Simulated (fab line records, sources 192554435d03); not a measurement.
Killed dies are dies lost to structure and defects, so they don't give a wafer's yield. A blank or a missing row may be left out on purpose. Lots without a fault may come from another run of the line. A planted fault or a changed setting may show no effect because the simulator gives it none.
Chamber matching | flow n5_finfet | N5_BEOL_M3_PECVD_72 on pecvd-04: 3 sister chambers
The step deposits SiO2 from TEOS/O2, target thk 16 nm, time 18 s. 3 wafers are shown with their chamber, then 10 later ones without.

WAFERS WITH THEIR CHAMBER
wafer  | chamber | showerhead_plenum_p_Torr (Torr)
L084.6 | 0       | 8.81
L091.1 | 2       | 8.59
L091.4 | 1       | 8.80

WAFERS WITHOUT THEIR CHAMBER
wafer  | showerhead_plenum_p_Torr (Torr)
L091.5 | 8.59
L093.1 | 8.80
L093.4 | 8.59
L093.6 | 8.77
L094.1 | 8.82
L094.2 | 8.56
L094.6 | 8.82
L097.1 | 8.58
L097.2 | 8.84
L097.3 | 8.81

WHICH CHAMBER EACH WENT THROUGH
wafer  | from the rows above     | in truth
L091.5 | 2                       | 2
L093.1 | can't be placed: 1 or 0 | 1
L093.4 | 2                       | 2
L093.6 | can't be placed: 1 or 0 | 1
L094.1 | can't be placed: 0 or 1 | 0
L094.2 | 2                       | 2
L094.6 | can't be placed: 0 or 1 | 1
L097.1 | 2                       | 2
L097.2 | can't be placed: 0 or 1 | 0
L097.3 | can't be placed: 0 or 1 | 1
Placed correctly: 4 of 10. Can't be placed from these rows: 6 (the true chamber is among the candidates in 6). Placed wrongly: 0.
How it was worked out, from the rows above alone: a wafer's distance from a chamber is the root of the sum, over the readings, of the square of ((its reading less the chamber's mean) divided by the reading's scatter). The wafer belongs to the nearest chamber; if the next one is less than 2 further off, it can't be placed. A chamber's mean is the mean of its shown wafers. The scatter: with one shown wafer a chamber, the root of the mean of the squares of how far each hidden wafer lies from its nearest shown one.
